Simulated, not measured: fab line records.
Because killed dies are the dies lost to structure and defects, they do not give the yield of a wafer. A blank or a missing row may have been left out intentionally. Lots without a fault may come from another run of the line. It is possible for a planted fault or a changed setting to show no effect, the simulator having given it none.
fab line records -- flow n5Finfet
record lots=4, wafers=12, lastDay=16
route steps=1938 shown BEOL_M4@1099 BEOL_M5@1112 BEOL_M11@1575 PASSIVATION@1936
lots with no fault: from the same line, run without faults
startH: start of the lot's first displayed wafer, in hours after the record's first day -- waitH: hours since the lot's step before -- " the same as in the row above -- L1.1+2: a row that stands for several wafers -- - no value, or no start was given -- * or withheld: withheld -- < > ~ a bound
route shown NAME@n: NAME is a module with steps in the file, n the number in the route of the first one -- usual: the fault-free wafers' mean and standard deviation -- same: alike in all rows -- chamber/n: place in a boat -- sites: per-site readings -- _std_site: standard deviation of those values -- _edge_site: the outer-site mean with the inner-site mean subtracted -- radiusMm: how far each site lies from the wafer's centre -- mask NAME#n: copy n -- behind: the last tool/chamber to shape the wafer -- hold: reason for holding the lot/hours on hold/outcome of the hold -- device: names the non-switching transistor (n, p or np) -- end of line: the same wafers' tests at the end of the route -- where a step has no rows: the recipe by itself -- killed: at the first sort, the dies lost to defects and structure; wafer yield is something else -- map: a wafer's dies, x killed, . not, _ none there
set.NAME: the setting that was run; set.NAME@STEP: the one run at that earlier step -- model.NAME: the simulator's own value behind a step, which no gauge read
lots at selected steps of the route; one table per step, one row per wafer
services: the hour from which a tool's chamber was out of use, counted from the record's first day as startH (under 0 if before that day), plus the number of hours and why
## steps
# step N5_BEOL_M4_ANNEAL_95
# recipe tempC=400, timeS=240, ambient=vacuum
# step N5_BEOL_M4_SPUTTER_96
# recipe material=Cu, targetThkA=45, tempC=-20, chamberPressurePa=0.07, powerW=withheld, timeS=8.29
# step N5_BEOL_M4_ECD_50
# recipe material=Cu, targetThkA=3000
# step N5_BEOL_M4_ANNEAL_51
# recipe tempC=225, timeS=90, ambient=N2
# step N5_BEOL_M4_CMP_52
# recipe stopOn=SiOC, tOverpolishS=6.8, downForcePsi=1, platenRpm=50, clearingPlatenDownForcePsi=1.5, clearingPlatenRpm=50, postCmpClean=cuAlkaline, targetThkNm=40, clearingPlatenPadVelocityMS=0.99484, padVelocityMS=0.99484
# step N5_BEOL_M4_PRE_CLEAN_60
# recipe gas=NH3/H2, timeS=15, tempC=*, rfPowerW=300
# step N5_BEOL_M4_CO_CAP_55
# recipe material=Co, targetThkA=20, tempC=200, precursor=CCTBA/H2, pressureTorr=30, timeS=102.1
# step N5_BEOL_M4_PRE_CLEAN_56
# recipe gas=NH3, timeS=15, tempC=withheld, rfPowerW=300
# step N5_BEOL_M4_DEP_57
# recipe material=SiCN, targetThkA=80, tempC=withheld, precursor=3MS/NH3, pressureTorr=3, rfW=202, timeS=14
# step N5_BEOL_M4_RC_MEAS_101
# usual DIBL_N=36.2/2.4, DIBL_P=36.2/2.6, IOFF_N=0.16/0.045, IOFF_P=0.21/0.046, ION_N=674/17, ION_P=463/11, SS_N=71.5/0.77, SS_P=73.1/0.76, VT_N=250/3.9, VT_P=-250/3.9
lot.wafer,tool,chamber,startH,waitH,DIBL_N[mV/V],DIBL_P[mV/V],IOFF_N[nA/um],IOFF_P[nA/um],ION_N[uA/um],ION_P[uA/um],SS_N[mV/dec],SS_P[mV/dec],VT_N[mV],VT_P[mV]
L882.1,prober-02,0,162.63,0.0,36.4,35.7,0.17,0.18,682,463,70.9,73.1,247,-252
L882.2,prober-02,0,162.63,0.0,38.5,39.4,0.20,0.23,680,459,71.7,73.4,247,-253
L882.5,prober-02,0,162.63,0.0,35.7,35.6,0.14,0.17,682,463,70.7,73.1,247,-255
L881.4,prober-02,0,165.93,0.5,39.0,39.5,0.19,0.28,677,477,71.6,73.6,247,-245
L881.5,prober-02,0,165.93,0.5,42.3,43.4,0.26,0.35,689,476,73.0,73.7,243,-243
L881.6,prober-02,0,165.93,0.5,36.1,35.6,0.13,0.20,673,470,71.4,72.2,253,-247
L884.1,prober-01,0,178.63,0.0,38.9,40.6,0.21,0.28,698,477,72.1,74.6,247,-247
L884.2,prober-01,0,178.63,0.0,40.5,41.5,0.31,0.33,690,467,73.4,74.5,242,-244
L884.5,prober-01,0,178.63,0.0,41.3,43.8,0.30,0.38,712,488,73.2,74.9,242,-243
L898.2,prober-02,0,276.78,0.2,37.3,37.7,0.18,0.25,674,461,71.0,74.0,249,-250
L898.4,prober-02,0,276.78,0.2,37.6,36.3,0.18,0.22,655,439,71.3,73.6,250,-251
L898.6,prober-02,0,276.78,0.2,36.4,36.0,0.16,0.21,675,461,71.0,72.9,251,-249
# step N5_BEOL_M5_ILD_DEP_00
# recipe material=SiCOH_lowk, targetThkA=1406.4, tempC=300, precursor=DEMS/porogen, pressureTorr=5, rfW=500, timeS=25.9
# step N5_BEOL_M5_CURE_79
# recipe tempC=385, timeS=240, ambient=He/Ar, material=SiCOH_lowk
# step N5_BEOL_M5_PECVD_70
# recipe material=SiO2, targetThkA=160, tempC=400, precursor=TEOS/O2, pressureTorr=5.5, rfW=450, teosFlowSccm=53.8, gas=O2, flowSccm=3000, timeS=18
# step N5_BEOL_M5_HM_DEP_02
# recipe material=TiN, targetThkA=200, tempC=25, chamberPressurePa=0.49996
# step N5_BEOL_M5_COAT_59
# recipe resist=SOC, tempC=250, timeS=60, spinRpm=1500, resistThkNm=60
# step N5_BEOL_M5_COAT_60
# recipe resist=SiARC, tempC=220, timeS=60, spinRpm=1500, resistThkNm=12
# step N5_BEOL_M5_COAT_71
# recipe resist=underlayer, tempC=205, timeS=60, spinRpm=1500, resistThkNm=5
# step N5_BEOL_M5_COAT_05
# recipe resist=CAR-EUV, spinRpm=1500, resistThkNm=30
# step N5_BEOL_M5_EBR_07
# recipe solvent=PGMEA, ebrWidthMm=1.5
# step N5_BEOL_M5_SOFTBAKE_06
# recipe tempC=110, timeS=60, resist=CAR-EUV
# step N5_BEOL_M5_EXPOSE_08
# recipe maskId=M5, na=0.33, sourceShape=annular, sigmaInner=0.4, sigmaOuter=0.8, polarization=unpolarized, targetCdNm=28, doseMj=35.75
# step N5_BEOL_M5_PEB_09
# recipe pebTempC=100, pebTimeS=60, resist=CAR-EUV
# step N5_BEOL_M5_DEVELOP_10
# recipe developTimeS=30, developer=TMAH, resist=CAR-EUV, rinseLiquid=surfactantRinse, dry=airSpin, devTempC=23
# step N5_BEOL_M5_DESCUM_16
# recipe chemistry=O2, timeS=7, sourcePowerW=50, biasPowerW=20, pressureMtorr=20, rfFrequencyHz=2.712e+07, tempC=40, resist=CAR-EUV, o2FlowSccm=225
# step N5_BEOL_M5_ETCH_72
# recipe chemistry=N2/H2, target=underlayer, targetDepthA=65, maskMaterial=CAR-EUV, timeS=5.2, ionEnergyEv=200, pressureMtorr=30, sourceW=840, biasW=150, n2FlowSccm=200, h2FlowSccm=200, ends=cleared
# step N5_BEOL_M5_ETCH_61
# recipe chemistry=CF4, target=SiARC, targetDepthA=156, maskMaterial=CAR-EUV, timeS=26, ionEnergyEv=80, pressureMtorr=40, sourceW=545, biasW=36, Ar_flow_sccm=100, cf4FlowSccm=100, ends=cleared
# step N5_BEOL_M5_ETCH_62
# recipe chemistry=N2/H2, target=SOC, targetDepthA=750, overetchA=150, maskMaterial=SiARC, tempC=40, timeS=112.5, ionEnergyEv=200, pressureMtorr=30, sourceW=840, biasW=150, n2FlowSccm=200, h2FlowSccm=200
# step N5_BEOL_M5_STRIP_63
# recipe chemistry=N2/H2, tempC=40, n2FlowSccm=200, h2FlowSccm=200, rfFrequencyHz=6e+07
# step N5_BEOL_M5_STRIP_73
# recipe chemistry=N2/H2, tempC=40, n2FlowSccm=200, h2FlowSccm=200, rfFrequencyHz=6e+07
# step N5_BEOL_M5_STRIP_64
# recipe chemistry=CF4, resist=SiARC, powerW=300, biasPowerW=75, pressureMtorr=50, cf4FlowSccm=150, rfFrequencyHz=6e+07
# step N5_BEOL_M5_HM_OPEN_17
# recipe chemistry=Cl2/BCl3, targetDepthA=200, overetchA=60, target=TiN, maskMaterial=SOC, ionEnergyEv=150, pressureMtorr=10, icpW=1000, biasW=126, Cl2_flow_sccm=53.25, bcl3FlowSccm=21.75, Ar_flow_sccm=25
# step N5_BEOL_M5_STRIP_19
# recipe chemistry=O2, powerW=400, tempC=40, pressureMtorr=30, rfFrequencyHz=6e+07, biasPowerW=0, overashFraction=0.2, o2FlowSccm=225
# step N5_BEOL_M5_COAT_65
# recipe resist=SOC, tempC=250, timeS=60, spinRpm=1500, resistThkNm=60
# step N5_BEOL_M5_COAT_66
# recipe resist=SiARC, tempC=220, timeS=60, spinRpm=1500, resistThkNm=12
# step N5_BEOL_M11_VIA_ETCH_34
# recipe chemistry=C4F6/O2, target=SiCOH_lowk, targetDepthA=1845, maskMaterial=SOC, taperDeg=4, timeS=69.2, ionEnergyEv=250, pressureMtorr=30, sourceW=345, biasW=185, Ar_flow_sccm=300, C4F6_flow_sccm=10, O2_flow_sccm=10
# usual C4F6_flow_sccm=10.003/0.03, O2_flow_sccm=10.00/0.03, drypumpMotorCurrentA=5.7/0.45, oes_f_703_au=0.83/0.088, oesProductAu=0.83/0.088, rfVppV=663/16, showerheadPlenumPTorr=2.86/0.092, throttleValvePct=20.87/0.28
lot.wafer,tool,chamber,startH,waitH,C4F6_flow_sccm,O2_flow_sccm,drypumpMotorCurrentA,oes_f_703_au,oesProductAu,rfHoursCounterH,rfVppV,showerheadPlenumPTorr,throttleValvePct,model.SiARC_of_BEOL_M11_COAT_64.thkNm,model.SOC_of_BEOL_M11_COAT_63.thkNm
L882.1,rieDiel-06,1,202.82,0.0,9.997,10.03,5.3,0.81,0.82,74,686,2.98,21.11,0,92
L882.2,rieDiel-06,3,202.82,0.0,9.963,9.92,5.1,0.96,0.96,12,637,2.81,20.94,0,92
L882.5,rieDiel-06,2,202.82,0.0,9.977,9.98,6.2,0.73,0.69,-,660,2.89,20.50,0,92
L881.4,rieDiel-06,1,209.76,0.0,-,-,-,-,-,-,-,-,-,22.6,100
L881.5,rieDiel-06,3,209.76,0.0,-,-,-,-,-,-,-,-,-,22.8,100
L881.6,rieDiel-06,0,209.76,0.0,-,-,-,-,-,-,-,-,-,22.2,100.2
L884.1,rieDiel-06,1,221.98,0.0,-,-,-,-,-,-,-,-,-,22.4,99.6
L884.2,rieDiel-06,3,221.98,0.0,-,-,-,-,-,-,-,-,-,22.6,100
L884.5,rieDiel-06,1,221.98,0.0,-,-,-,-,-,-,-,-,-,22.6,99.8
L898.2,rieDiel-02,1,333.28,0.0,10.041,10.01,5.8,0.72,0.72,192,656,2.83,20.93,0,92.2
L898.4,rieDiel-02,0,333.28,0.0,10.035,9.99,5.7,0.71,0.72,207,692,2.91,21.14,0,92.4
L898.6,rieDiel-02,3,333.28,0.0,10.019,10.02,6.3,0.71,0.74,-,671,2.61,20.95,0,92.6
# step N5_PASSIVATION_PROBE_49
# usual defectLimitedYield=91.2/1.4, killed_at_M0_to_M3=33/9.5, killed_at_M4_up=13/4.7, killedAtContacts=11/5.3, killedAtFrontEnd=42/12, killedAtOther=5/3.3, killedDies=104/17, killedOnRim=14/4, killedOpen=67/12, killedShort=33/7.7, sort_bin_5_function=5.1/0.94, sort_bin_6_memory=3.3/0.67, sortNPass=1074/24, sortYieldPct=91.1/2
# same grossDies=1180, killedAtBackSide=0, sort_bin_4_leakage[%]=0, sort_bin_8_speed[%]=0
lot.wafer,tool,chamber,startH,waitH,defectLimitedYield[%],killed_at_M0_to_M3,killed_at_M4_up,killedAtContacts,killedAtFrontEnd,killedAtOther,killedDies,killedOnRim,killedOpen,killedShort,sort_bin_5_function[%],sort_bin_6_memory[%],sortNPass,sortYieldPct[%]
L882.1,prober-01,-,241.57,0.0,90.3,36,14,11,48,5,114,14,72,41,6.1,3.1,1066,90.3
L882.2,prober-01,-,241.62,0.1,88.4,30,21,21,55,10,137,18,85,45,6.9,4.2,1043,88.4
L882.5,prober-01,-,241.77,0.2,89.3,40,14,14,56,2,126,15,80,43,5.8,4.4,1054,89.3
L881.4,prober-02,-,253.78,0.2,0,52,1086,7,32,3,1180,152,66,37,96.4,3.6,0,0
L881.5,prober-02,-,253.83,0.2,0,40,1105,4,28,3,1180,152,69,22,96.9,2.6,0,0
L881.6,prober-02,-,253.88,0.3,0,37,1088,5,44,6,1180,152,67,38,96.7,3.0,0,0
L884.1,prober-01,-,262.16,0.0,0,44,1103,5,28,0,1180,152,55,28,97.3,2.6,0,0
L884.2,prober-01,-,262.21,0.1,0,42,1105,8,24,1,1180,152,59,29,96.8,2.8,0,0
L884.5,prober-01,-,262.36,0.2,0,69,1068,8,35,0,1180,152,85,42,95.0,4.7,0,0
L898.2,prober-01,-,392.01,0.1,92.6,30,10,13,27,7,87,10,58,27,4.7,2.3,1093,92.6
L898.4,prober-01,-,392.11,0.2,91.4,32,13,8,43,5,101,14,63,32,4.2,3.3,1079,91.4
L898.6,prober-01,-,392.21,0.3,89.2,34,15,19,54,6,128,16,87,41,6.3,4.4,1052,89.2
# killed by level:class
L882.1 FIN_SAQP:geometricParticle:open=16 BEOL_M0_SAQP:geometricParticle:short=12 MOL_CONTACT_COAG:geometricParticle:open=9 STI_FIN_REVEAL:geometricParticle:open=8 BEOL_M2:geometricParticle:open=7 FIN_SAQP:geometricParticle:short=4 STI_FIN_REVEAL:geometricParticle:short=4 GATE_CUT:geometricParticle:short=4
L882.2 MOL_CONTACT_COAG:geometricParticle:open=19 BEOL_M0_SAQP:geometricParticle:short=13 FIN_SAQP:geometricParticle:open=12 STI_FIN_REVEAL:geometricParticle:open=9 BEOL_M0_SAQP:geometricParticle:open=8 FIN_SAQP:geometricParticle:short=7 STARTING-WAFER:geometricParticle:open=7 GATE_CUT:geometricParticle:short=6
L882.5 FIN_SAQP:geometricParticle:open=21 FIN_SAQP:geometricParticle:short=14 MOL_CONTACT_COAG:geometricParticle:open=12 BEOL_M2:geometricParticle:open=9 BEOL_M0_SAQP:geometricParticle:short=8 BEOL_M0_SAQP:geometricParticle:open=5 BEOL_M4:geometricParticle:open=5 STI_FIN_REVEAL:geometricParticle:short=4
L881.4 BEOL_M11:areaEtch=1077 BEOL_M2:geometricParticle:open=22 BEOL_M1:geometricParticle:open=10 FIN_SAQP:geometricParticle:short=7 MOL_CONTACT_COAG:geometricParticle:open=6 BEOL_M2:geometricParticle:short=5 STI_FIN_REVEAL:geometricParticle:open=4 GATE_CUT:geometricParticle:short=4
L881.5 BEOL_M11:areaEtch=1089 BEOL_M2:geometricParticle:open=21 BEOL_M4:geometricParticle:open=8 STI_FIN_REVEAL:geometricParticle:open=7 FIN_SAQP:geometricParticle:short=5 BEOL_M1:geometricParticle:open=5 DUMMY_GATE:geometricParticle:open=4 MOL_CONTACT_COAG:geometricParticle:open=4
L881.6 BEOL_M11:areaEtch=1075 BEOL_M2:geometricParticle:open=15 FIN_SAQP:geometricParticle:short=11 FIN_SAQP:geometricParticle:open=8 BEOL_M1:geometricParticle:open=8 BEOL_M2:geometricParticle:short=7 BEOL_M4:geometricParticle:open=7 PASS1_CAP:geometricParticle:open=5
L884.1 BEOL_M11:areaEtch=1097 BEOL_M0_SAQP:geometricParticle:short=11 BEOL_M0_SAQP:geometricParticle:open=10 BEOL_M3:geometricParticle:open=8 FIN_SAQP:geometricParticle:open=7 BEOL_M2:geometricParticle:open=7 FIN_SAQP:geometricParticle:short=6 DUMMY_GATE:geometricParticle:open=5
L884.2 BEOL_M11:areaEtch=1092 BEOL_M0_SAQP:geometricParticle:short=12 BEOL_M1:geometricParticle:open=10 MOL_CONTACT_COAG:geometricParticle:open=8 BEOL_M0_SAQP:geometricParticle:open=7 GATE_CUT:geometricParticle:open=6 BEOL_M3:geometricParticle:open=5 FIN_SAQP:geometricParticle:open=4
L884.5 BEOL_M11:areaEtch=1053 BEOL_M0_SAQP:geometricParticle:open=21 BEOL_M0_SAQP:geometricParticle:short=13 BEOL_M3:geometricParticle:open=10 BEOL_M2:geometricParticle:open=9 FIN_SAQP:geometricParticle:open=7 GATE_CUT:geometricParticle:open=6 BEOL_M8:geometricParticle:open=6
L898.2 BEOL_M0_SAQP:geometricParticle:open=10 STI_FIN_REVEAL:geometricParticle:open=9 MOL_CONTACT_COAG:geometricParticle:open=9 GATE_CUT:geometricParticle:short=6 BEOL_M1:geometricParticle:open=6 MOL_CONTACT_COAG:geometricParticle:short=4 BEOL_M0_SAQP:geometricParticle:short=4 BEOL_M2:geometricParticle:open=4
L898.4 BEOL_M2:geometricParticle:open=10 BEOL_M0_SAQP:geometricParticle:short=9 FIN_SAQP:geometricParticle:open=7 FIN_SAQP:geometricParticle:short=6 MOL_CONTACT_COAG:geometricParticle:open=6 HKMG_FIN:areaEtch=6 STI_FIN_REVEAL:geometricParticle:open=5 DUMMY_GATE:geometricParticle:open=5
L898.6 FIN_SAQP:geometricParticle:open=18 STI_FIN_REVEAL:geometricParticle:open=12 MOL_CONTACT_COAG:geometricParticle:open=12 BEOL_M0_SAQP:geometricParticle:open=8 MOL_CONTACT_COAG:geometricParticle:short=7 BEOL_M0_SAQP:geometricParticle:short=7 FIN_SAQP:geometricParticle:short=5 BEOL_M4:geometricParticle:open=5
# map L881.4 (x killed, . not)
_________________xxxxxxxxxxxx________________
______________xxxxxxxxxxxxxxxxxx_____________
___________xxxxxxxxxxxxxxxxxxxxxxxx__________
__________xxxxxxxxxxxxxxxxxxxxxxxxxx_________
________xxxxxxxxxxxxxxxxxxxxxxxxxxxxxx_______
_______xxxxxxxxxxxxxxxxxxxxxxxxxxxxxxxx______
______xxxxxxxxxxxxxxxxxxxxxxxxxxxxxxxxxx_____
_____xxxxxxxxxxxxxxxxxxxxxxxxxxxxxxxxxxxx____
____xxxxxxxxxxxxxxxxxxxxxxxxxxxxxxxxxxxxxx___
___xxxxxxxxxxxxxxxxxxxxxxxxxxxxxxxxxxxxxxxx__
___xxxxxxxxxxxxxxxxxxxxxxxxxxxxxxxxxxxxxxxx__
__xxxxxxxxxxxxxxxxxxxxxxxxxxxxxxxxxxxxxxxxxx_
__xxxxxxxxxxxxxxxxxxxxxxxxxxxxxxxxxxxxxxxxxx_
_xxxxxxxxxxxxxxxxxxxxxxxxxxxxxxxxxxxxxxxxxxxx
_xxxxxxxxxxxxxxxxxxxxxxxxxxxxxxxxxxxxxxxxxxxx
_xxxxxxxxxxxxxxxxxxxxxxxxxxxxxxxxxxxxxxxxxxxx
_xxxxxxxxxxxxxxxxxxxxxxxxxxxxxxxxxxxxxxxxxxxx
_xxxxxxxxxxxxxxxxxxxxxxxxxxxxxxxxxxxxxxxxxxxx
_xxxxxxxxxxxxxxxxxxxxxxxxxxxxxxxxxxxxxxxxxxxx
_xxxxxxxxxxxxxxxxxxxxxxxxxxxxxxxxxxxxxxxxxxxx
_xxxxxxxxxxxxxxxxxxxxxxxxxxxxxxxxxxxxxxxxxxxx
__xxxxxxxxxxxxxxxxxxxxxxxxxxxxxxxxxxxxxxxxxx_
__xxxxxxxxxxxxxxxxxxxxxxxxxxxxxxxxxxxxxxxxxx_
___xxxxxxxxxxxxxxxxxxxxxxxxxxxxxxxxxxxxxxxx__
___xxxxxxxxxxxxxxxxxxxxxxxxxxxxxxxxxxxxxxxx__
____xxxxxxxxxxxxxxxxxxxxxxxxxxxxxxxxxxxxxx___
_____xxxxxxxxxxxxxxxxxxxxxxxxxxxxxxxxxxxx____
______xxxxxxxxxxxxxxxxxxxxxxxxxxxxxxxxxx_____
_______xxxxxxxxxxxxxxxxxxxxxxxxxxxxxxxx______
________xxxxxxxxxxxxxxxxxxxxxxxxxxxxxx_______
__________xxxxxxxxxxxxxxxxxxxxxxxxxx_________
___________xxxxxxxxxxxxxxxxxxxxxxxx__________
______________xxxxxxxxxxxxxxxxxx_____________
_________________xxxxxxxxxxxx________________
# map L884.1 (x killed, . not)
_________________xxxxxxxxxxxx________________
______________xxxxxxxxxxxxxxxxxx_____________
___________xxxxxxxxxxxxxxxxxxxxxxxx__________
__________xxxxxxxxxxxxxxxxxxxxxxxxxx_________
________xxxxxxxxxxxxxxxxxxxxxxxxxxxxxx_______
_______xxxxxxxxxxxxxxxxxxxxxxxxxxxxxxxx______
______xxxxxxxxxxxxxxxxxxxxxxxxxxxxxxxxxx_____
_____xxxxxxxxxxxxxxxxxxxxxxxxxxxxxxxxxxxx____
____xxxxxxxxxxxxxxxxxxxxxxxxxxxxxxxxxxxxxx___
___xxxxxxxxxxxxxxxxxxxxxxxxxxxxxxxxxxxxxxxx__
___xxxxxxxxxxxxxxxxxxxxxxxxxxxxxxxxxxxxxxxx__
__xxxxxxxxxxxxxxxxxxxxxxxxxxxxxxxxxxxxxxxxxx_
__xxxxxxxxxxxxxxxxxxxxxxxxxxxxxxxxxxxxxxxxxx_
_xxxxxxxxxxxxxxxxxxxxxxxxxxxxxxxxxxxxxxxxxxxx
_xxxxxxxxxxxxxxxxxxxxxxxxxxxxxxxxxxxxxxxxxxxx
_xxxxxxxxxxxxxxxxxxxxxxxxxxxxxxxxxxxxxxxxxxxx
_xxxxxxxxxxxxxxxxxxxxxxxxxxxxxxxxxxxxxxxxxxxx
_xxxxxxxxxxxxxxxxxxxxxxxxxxxxxxxxxxxxxxxxxxxx
_xxxxxxxxxxxxxxxxxxxxxxxxxxxxxxxxxxxxxxxxxxxx
_xxxxxxxxxxxxxxxxxxxxxxxxxxxxxxxxxxxxxxxxxxxx
_xxxxxxxxxxxxxxxxxxxxxxxxxxxxxxxxxxxxxxxxxxxx
__xxxxxxxxxxxxxxxxxxxxxxxxxxxxxxxxxxxxxxxxxx_
__xxxxxxxxxxxxxxxxxxxxxxxxxxxxxxxxxxxxxxxxxx_
___xxxxxxxxxxxxxxxxxxxxxxxxxxxxxxxxxxxxxxxx__
___xxxxxxxxxxxxxxxxxxxxxxxxxxxxxxxxxxxxxxxx__
____xxxxxxxxxxxxxxxxxxxxxxxxxxxxxxxxxxxxxx___
_____xxxxxxxxxxxxxxxxxxxxxxxxxxxxxxxxxxxx____
______xxxxxxxxxxxxxxxxxxxxxxxxxxxxxxxxxx_____
_______xxxxxxxxxxxxxxxxxxxxxxxxxxxxxxxx______
________xxxxxxxxxxxxxxxxxxxxxxxxxxxxxx_______
__________xxxxxxxxxxxxxxxxxxxxxxxxxx_________
___________xxxxxxxxxxxxxxxxxxxxxxxx__________
______________xxxxxxxxxxxxxxxxxx_____________
_________________xxxxxxxxxxxx________________
## services
tool,chamber,startH,hours,kind
rieDiel-02,1,196.13,24.9,repair
rieDiel-06,2,227.39,4.3,repair
rieDiel-06,1,244.69,4.1,repair
rieDiel-06,2,299.52,-,clean
rieDiel-06,2,299.52,-,consumableReplace:focusRing
rieDiel-06,2,299.52,35.5,scheduledDown
rieDiel-06,2,299.52,35.5,ventCycle
rieDiel-06,-,331.06,0.5,repair
## key
firstSign step=N5_BEOL_M11_VIA_ETCH_34, reading=toolRecord, direction=missing
effect step=N5_PASSIVATION_PROBE_49, reading=killed_at_M4_up, direction=up, sigmas=99+, usual=13, struck=1092
modelEffect step=N5_BEOL_M11_VIA_ETCH_34, value=SiARC_of_BEOL_M11_COAT_64.thkNm, without=0, struck=22.53
moreKillsBornAt N5_BEOL_M11_VIA_ETCH_34@rieDiel-06=6483
metAt N5_BEOL_M11_VIA_ETCH_34
struckWafers L881.4,L881.5,L881.6,L884.1,L884.2,L884.5
laterRowsLeftOut L881.4,L881.5,L881.6,L884.1,L884.2,L884.5
onsetBetween 202.82 209.76
fault kind=skippedStepWhole, tool=rieDiel-06, chamber=-, onsetH=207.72, steps=N5_BEOL_M11_VIA_ETCH_34, scope=struckLotsOnly
# laterRowsLeftOut: the simulator's readings of these wafers behind a module that went badly wrong aren't trusted and aren't shown, but for the sort
